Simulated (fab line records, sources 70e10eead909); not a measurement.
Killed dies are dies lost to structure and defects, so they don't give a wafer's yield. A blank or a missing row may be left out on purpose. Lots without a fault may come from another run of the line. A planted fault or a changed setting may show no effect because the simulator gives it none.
A struck lot beside a sound one | flow nand_harc | 14 steps out of a route of 1159
Sound: wafers L867.1, L867.3, L867.5. Struck: wafers L883.3, L883.4, L883.6. The cause comes at the end.
At each step with rows: each side's tool, then ch and its chambers, then its first start. Under that, the readings that differ: sound wafers | struck wafers | difference of the means | sigmas: that difference in standard deviations of wafers without a fault.
alike: readings whose means differ by less than 2 such deviations, and words and numbers that are the same on both sides. not compared: withheld readings, readings that some wafer has no value for, bounds like >300 that may hide the same value, and numbers for which the record gives no deviation and whose values overlap.
The two part at a step that has a row with sigmas, a row that says differs or no value, or rows on one side only. Numbers that don't overlap but have no deviation are shown without sigmas and don't part them. A reading that every wafer of one side lacks parts them only if that side has two wafers or more.

first, 8 steps without rows for these wafers: NHARC_A_BONDPAD_HMDS_02 (time 30 s); NHARC_A_BONDPAD_COAT_33 (time 65 s); NHARC_A_BONDPAD_COAT_03 (resist thk 600 nm); NHARC_A_BONDPAD_SOFTBAKE_04 (time 70 s); NHARC_A_BONDPAD_EBR_05; NHARC_A_BONDPAD_EXPOSE_06 (exposes mask A BPAD); NHARC_A_BONDPAD_PEB_07 (peb time 80 s); NHARC_A_BONDPAD_DEVELOP_08 (time 50 s).
NHARC_A_BONDPAD_CD_MEAS_09: target cd 500 nm.
  sound on cd_sem-02 ch 0, day 19 05:31; struck on cd_sem-02 ch 0, day 23 17:07
  alike: cd_nm
NHARC_A_BONDPAD_OVL_MEAS_35:
  sound on overlay-01, day 19 05:36; struck on overlay-02, day 23 17:12
  alike: overlay_x_nm, overlay_y_nm
then, 1 step without rows for these wafers: NHARC_A_BONDPAD_HARDBAKE_10 (time 65 s).
NHARC_A_BONDPAD_DESCUM_11: chemistry O2, time 3 s.
  sound on rie_diel-07 ch 0,1,2, day 19 05:45; struck on rie_diel-07 ch 0,2, day 23 17:20
  alike: drypump_motor_current_A, oes_product_au, rf_vpp_V, showerhead_plenum_p_Torr, throttle_valve_pct
  not compared: rf_hours_counter_h
NHARC_A_BONDPAD_ETCH_34: etches the open film in N2/H2, target depth 60 nm, overetch 18 nm, time 65.91 s.
  sound on rie_diel-07 ch 0,1, day 19 05:49; struck on rie_diel-07 ch 0,2,3, day 23 17:25
  reading          | sound          | struck         | difference | sigmas
  run_length_s (s) | 87.6 87.8 88.0 | 72.6 72.5 72.5 | -15.3      | -40
  alike: drypump_motor_current_A, n2_flow_sccm, oes_product_au, rf_vpp_V, showerhead_plenum_p_Torr, throttle_valve_pct
  not compared: rf_hours_counter_h
NHARC_A_BONDPAD_ETCH_12: etches the open film in CHF3/O2, target depth 220 nm, time 110 s.
  sound on rie_diel-07 ch 0,1,3; struck on rie_diel-07 ch 1,2
  alike: drypump_motor_current_A, oes_product_au, rf_vpp_V, run_length_s, showerhead_plenum_p_Torr, throttle_valve_pct
  not compared: rf_hours_counter_h

WHERE THEY PART
Only at NHARC_A_BONDPAD_ETCH_34, within this record. Later steps at which nothing parts them and some readings are alike: NHARC_A_BONDPAD_ETCH_12.

WHY: what the simulator had put in
Process parameter drift: rie_diel-07, from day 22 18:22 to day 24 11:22, at NHARC_A_BONDPAD_ETCH_34. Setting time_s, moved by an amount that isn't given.
